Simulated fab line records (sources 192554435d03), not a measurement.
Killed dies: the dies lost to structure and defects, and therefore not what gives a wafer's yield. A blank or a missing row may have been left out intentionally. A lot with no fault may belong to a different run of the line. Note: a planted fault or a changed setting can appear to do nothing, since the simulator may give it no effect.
Chamber matching :: flow n5 finfet :: ald metal-01 running N5_BEOL_M8_ALD_77: 4 sister chambers
The step deposits TaN, target thk 2 nm, pulse time 2 s, purge time 3 s. 7 wafers are shown with their chamber, then 8 later ones without.

## WAFERS, EACH WITH ITS CHAMBER
wafer: L086.4
chamber: 0
heater power outer w (W): 233
heater power w (W): 430

wafer: L089.1
chamber: 2
heater power outer w (W): 187
heater power w (W): 368

wafer: L089.5
chamber: 2
heater power outer w (W): 182
heater power w (W): 356

wafer: L091.3
chamber: 1
heater power outer w (W): 214
heater power w (W): 362

wafer: L091.4
chamber: 3
heater power outer w (W): 195
heater power w (W): 373

wafer: L091.6
chamber: 1
heater power outer w (W): 207
heater power w (W): 360

wafer: L092.3
chamber: 0
heater power outer w (W): 239
heater power w (W): 410

## WAFERS WITHOUT THEIR CHAMBER
wafer: L092.4
heater power outer w (W): 183
heater power w (W): 363

wafer: L092.6
heater power outer w (W): 213
heater power w (W): 373

wafer: L096.1
heater power outer w (W): 185
heater power w (W): 357

wafer: L096.5
heater power outer w (W): 242
heater power w (W): 419

wafer: L096.6
heater power outer w (W): 214
heater power w (W): 364

wafer: L097.1
heater power outer w (W): 182
heater power w (W): 364

wafer: L097.2
heater power outer w (W): 212
heater power w (W): 372

wafer: L097.3
heater power outer w (W): 235
heater power w (W): 426

## WHICH CHAMBER EACH WENT THROUGH
wafer: L092.4
from the rows above: 2
in truth: 2

wafer: L092.6
from the rows above: 1
in truth: 1

wafer: L096.1
from the rows above: 2
in truth: 2

wafer: L096.5
from the rows above: 0
in truth: 0

wafer: L096.6
from the rows above: 1
in truth: 1

wafer: L097.1
from the rows above: 2
in truth: 2

wafer: L097.2
from the rows above: 1
in truth: 1

wafer: L097.3
from the rows above: 0
in truth: 0
Correct placement for 8 of the 8. From these rows, 0 cannot be placed. 0 placed wrongly.
How it was worked out, from the rows above alone: a wafer's distance from a chamber is the root of the sum, over the readings, of the square of ((its reading less the chamber's mean) divided by the reading's scatter). The wafer belongs to the nearest chamber; if the next one is less than 2 further off, it can't be placed. A chamber's mean is the mean of its shown wafers. The scatter: take each reading less its chamber's mean, square it, sum over the shown wafers, divide by the number of wafers less the number of chambers, and take the root.
